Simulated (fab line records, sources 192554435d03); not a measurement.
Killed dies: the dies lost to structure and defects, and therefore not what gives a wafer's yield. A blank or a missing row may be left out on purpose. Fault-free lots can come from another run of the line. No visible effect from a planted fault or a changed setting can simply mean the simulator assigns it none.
A lot that was struck, set against a sound lot    flow n5 finfet    16 out of 1938 route steps
Sound: wafers L853.1, L853.3, L853.5. Struck: wafer L845.6. (L845.3 of the same lot was not struck and is left out.) The cause comes at the end.
For every step that has rows: the tool of each side, followed by ch and its chambers, followed by its first start. Under that, the readings that differ: sound wafers    struck wafers    difference of the means    sigmas: that difference in standard deviations of wafers without a fault.
alike: same words and numbers on both sides, and readings whose means sit less than 2 such deviations apart. not compared: any withheld reading, any reading some wafer has no value for, any bound like >300 that may hide the same value, and any number with overlapping values for which the record gives no deviation.
A row with sigmas, a row that says differs or no value, or rows on one side alone: a step with any of these is where the two part. Numbers that have no deviation but don't overlap get no sigmas and don't part them. A reading missing from all wafers of one side parts the sides only when that side holds two or more wafers.

N5_BEOL_M0_SAQP_STRIP_75: strips in CF4.
  sound on rie diel-02 ch 0,1,2, day 10 10:01; struck on rie diel-02 ch 2, day 8 14:01
  alike: cf4 flow sccm, drypump motor current A, oes product au, rf fwd power W, rf vpp V, showerhead plenum p Torr, throttle valve pct
  not compared: rf hours counter h
then, 7 steps without rows for these wafers: N5_BEOL_M0_CUTY_COAT_50 (time 60 s, resist thk 15 nm); N5_BEOL_M0_CUTY_COAT_51 (resist thk 150 nm); N5_BEOL_M0_CUTY_EBR_52; N5_BEOL_M0_CUTY_SOFTBAKE_53 (time 60 s); N5_BEOL_M0_CUTY_EXPOSE_54 (exposes mask M0 ABLK); N5_BEOL_M0_CUTY_PEB_55 (peb time 60 s); N5_BEOL_M0_CUTY_DEVELOP_56 (develop time 30 s).
N5_BEOL_M0_CUTY_CD_MEAS_57: target cd 200 nm.
  sound on cd sem-01 ch 0, day 10 10:17; struck on cd sem-03 ch 0, day 8 14:24
  alike: cd nm
N5_BEOL_M0_CUTY_OVL_MEAS_58:
  sound on overlay-02 ch 0, day 10 10:19; struck on overlay-01 ch 0, day 8 14:26
  alike: M0_ABLK_OVL
N5_BEOL_M0_CUTY_INSPECT_59: inspects for defects (macro).
  sound on defect inspect-01 at day 10 10:21; struck on defect inspect-02 at day 8 14:27
  alike: raw defect count
N5_BEOL_M0_CUTY_DESCUM_61: chemistry O2, time 7.9 s.
  sound on rie diel-06 ch 0,3, day 10 10:41; struck on rie diel-03 ch 2, day 8 14:32
reading                          sound           struck  difference  sigmas
showerhead plenum p Torr (Torr)  2.06 2.05 2.05  2.23    +0.18       +3
  alike: drypump motor current A, o2 flow sccm, oes product au, rf fwd power W, rf vpp V, throttle valve pct
  not compared: rf hours counter h
N5_BEOL_M0_CUTY_ETCH_62: etches SiARC in CF4, time 58.5 s.
  sound on rie diel-06 ch 0,3, day 10 10:44; struck on rie diel-03 ch 2, day 8 14:34
reading                          sound              struck  difference  sigmas
etch rf on time s (s)            57.1 57.0 57.5     39.1    -18.1       -19
rf vpp V (V)                     181.6 183.9 183.3  186.8   +3.9        +3
showerhead plenum p Torr (Torr)  2.11 2.11 2.11     2.27    +0.16       +2
  alike: cf4 flow sccm, drypump motor current A, oes product au, rf fwd power W, throttle valve pct
  not compared: rf hours counter h
N5_BEOL_M0_CUTY_ETCH_63: etches SOC in N2/H2, target depth 82.7 nm, overetch 16.5 nm, time 124 s.
  sound on rie diel-06 ch 0,3, day 10 10:46; struck on rie diel-03 ch 2, day 8 14:37
reading                          sound              struck  difference  sigmas
rf vpp V (V)                     523.5 522.7 523.1  529.1   +6.0        +2
showerhead plenum p Torr (Torr)  2.50 2.49 2.49     2.70    +0.21       +2
  alike: drypump motor current A, oes product au, rf fwd power W, throttle valve pct
  not compared: rf hours counter h
-- a jump in the record: the struck wafers' starts before and after are 4 days apart (it breaks off in module BEOL_M0_CUTY and resumes in module BEOL_M4, where the first step shown is number 1111 of the route) --
N5_BEOL_M4_RC_MEAS_101:
  sound on prober-02 ch 0, day 14 10:21; struck on prober-02 ch 0, day 12 13:58
  alike: DIBL_N, DIBL_P, IOFF_N, IOFF_P, ION_N, ION_P, SS_N, SS_P, VT_N, VT_P
-- a jump in the record: the struck wafers' starts before and after are 4 days apart (it breaks off in module BEOL_M4 and resumes in module PASSIVATION, where the first step shown is number 1936 of the route) --
N5_PASSIVATION_PROBE_49:
  only the struck wafers here have rows in the record (prober-02, day 16 23:27); the sound ones have none

## WHERE THEY PART
First at N5_BEOL_M0_CUTY_DESCUM_61; last, within this record, at N5_PASSIVATION_PROBE_49.

WHY: whatever the simulator had introduced
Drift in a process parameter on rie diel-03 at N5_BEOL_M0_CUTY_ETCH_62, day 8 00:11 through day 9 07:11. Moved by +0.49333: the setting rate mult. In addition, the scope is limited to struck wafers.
